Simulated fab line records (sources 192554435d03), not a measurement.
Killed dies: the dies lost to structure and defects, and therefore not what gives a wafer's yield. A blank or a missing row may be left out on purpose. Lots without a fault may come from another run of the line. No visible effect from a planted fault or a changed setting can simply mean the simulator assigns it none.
Check for tools in common	flow n5-finfet	Lots sampled 8, wafers sampled 24

WHY THIS WAS OPENED
Of 8 lots, 3 have the reading M7_THK flagged at N5_BEOL_M7_THK_MEAS_53. Fault-free wafers read 78.8 nm, with a standard deviation of 2.6.
Rule: a lot gets a flag if all its wafers with a number sit over 4 standard deviations from that mean, or if no wafer of it has a number. All remaining lots are regarded as sound.

lot	measured	on	M7_THK (nm), wafer by wafer	flag
L499	day 11 12:29	film-metro-02	83.1 72.7 77.3	
L502	day 11 14:29	film-metro-01	295.5 297.7 298.7	FLAGGED
L500	day 11 17:07	film-metro-02	300.2 298.8 297.4	FLAGGED
L501	day 11 21:47	film-metro-02	298.6 293.6 296.7	FLAGGED
L511	day 14 11:41	film-metro-02	81.1 80.6 76.3	
L515	day 14 23:29	film-metro-01	79.0 80.9 81.2	
L518	day 16 05:34	film-metro-01	80.0 80.6 79.8	
L520	day 16 09:49	film-metro-02	78.7 78.6 79.3	
On average the flagged lots' numbers are 297.5 nm, which is +218.7 nm against the usual, or +84 standard deviations.

TOOL THAT RAN EACH LOT
3 process steps preceding the reading are held in the record, out of 1938 steps in the route. Every cell lists first the tool, next ch and the chambers used by the sampled wafers, and last the start.
lot	flag	N5_BEOL_M7_ETCH_41	N5_BEOL_M7_STRIP_80	N5_BEOL_M7_CMP_52
L499		rie-diel-02 ch 0,1,3, day 11 12:16 or earlier	rie-diel-02 ch 0,1,3, day 11 12:16 or earlier	cmp-04 ch 1,2,3, day 11 12:16
L502	FLAGGED	rie-diel-03 ch 0,1,2, day 11 14:11 or earlier	rie-diel-03 ch 0,1,2, day 11 14:11 or earlier	cmp-04 ch 1,2,3, day 11 14:11
L500	FLAGGED	rie-diel-03 ch 2,3, day 11 16:52 or earlier	rie-diel-03 ch 2,3, day 11 16:52 or earlier	cmp-04 ch 2,3, day 11 16:52
L501	FLAGGED	rie-diel-06 ch 0,1,2, day 11 21:34 or earlier	rie-diel-06 ch 0,1,2, day 11 21:34 or earlier	cmp-04 ch 0,1,2, day 11 21:34
L511		rie-diel-03 ch 0,1,2, day 14 11:23 or earlier	rie-diel-03 ch 0,1,2, day 14 11:23 or earlier	cmp-04 ch 0,1,2, day 14 11:23
L515		rie-diel-03 ch 1,3, day 14 23:16 or earlier	rie-diel-03 ch 1,3, day 14 23:16 or earlier	cmp-04 ch 0,1,3, day 14 23:16
L518		rie-diel-03 ch 2,3, day 16 05:18 or earlier	rie-diel-03 ch 2,3, day 16 05:18 or earlier	cmp-04 ch 0,1, day 16 05:18
L520		rie-diel-06 ch 0,3, day 16 09:33 or earlier	rie-diel-06 ch 0,3, day 16 09:33 or earlier	cmp-04 ch 0,1,2, day 16 09:33
What is done by these steps:
- N5_BEOL_M7_ETCH_41: etches SiCN in CH3F/O2, target depth 31.9 nm, time 57.8 s.
- N5_BEOL_M7_STRIP_80: strips in N2/H2, time 10 s.
- N5_BEOL_M7_CMP_52: polishes, stops on SiCOH lowk, t overpolish 6.9 s, target thk 80 nm.
- N5_BEOL_M7_THK_MEAS_53: measures by xrf.

FLAGGED OVER TOTAL, TOOL BY TOOL (the gauges that took the reading come last)
step	tool	lots run	flagged	share of the flagged lots	sound lots run after its first flagged lot
N5_BEOL_M7_ETCH_41	rie-diel-02	1	0	none	-
N5_BEOL_M7_ETCH_41	rie-diel-03	5	2	some	3 (L511,L515,L518)
N5_BEOL_M7_ETCH_41	rie-diel-06	2	1	some	1 (L520)
N5_BEOL_M7_STRIP_80	rie-diel-02	1	0	none	-
N5_BEOL_M7_STRIP_80	rie-diel-03	5	2	some	3 (L511,L515,L518)
N5_BEOL_M7_STRIP_80	rie-diel-06	2	1	some	1 (L520)
N5_BEOL_M7_CMP_52	cmp-04	8	3	all	4 (L511,L515,L518,L520)
N5_BEOL_M7_THK_MEAS_53	film-metro-01	3	1	some	2 (L515,L518)
N5_BEOL_M7_THK_MEAS_53	film-metro-02	5	2	some	2 (L511,L520)
N5_BEOL_M7_ETCH_41 gives no start for some lots, so the hours and the order of its lots are those of N5_BEOL_M7_CMP_52. N5_BEOL_M7_STRIP_80 gives no start for some lots, so the hours and the order of its lots are those of N5_BEOL_M7_CMP_52.

WHAT THE TABLE PERMITS
1 row of the table ran every flagged lot: cmp-04 at N5_BEOL_M7_CMP_52.
- cmp-04 at N5_BEOL_M7_CMP_52 ran 8 lots, 3 of them flagged. After the first flagged lot (L511, L515, L518, L520), sound lots still ran on it; a lasting fault on the whole tool would not permit that. On the flagged lots its readings are blank where sound lots have values: barrier-field-endpoint-s, clearing-platen-down-force-psi, motor-current-A, overpolish-run-s and 1 more.
There is no row in the table that ran each flagged lot and no sound lot after the first.

WHAT HAD BEEN PUT IN BY THE SIMULATOR
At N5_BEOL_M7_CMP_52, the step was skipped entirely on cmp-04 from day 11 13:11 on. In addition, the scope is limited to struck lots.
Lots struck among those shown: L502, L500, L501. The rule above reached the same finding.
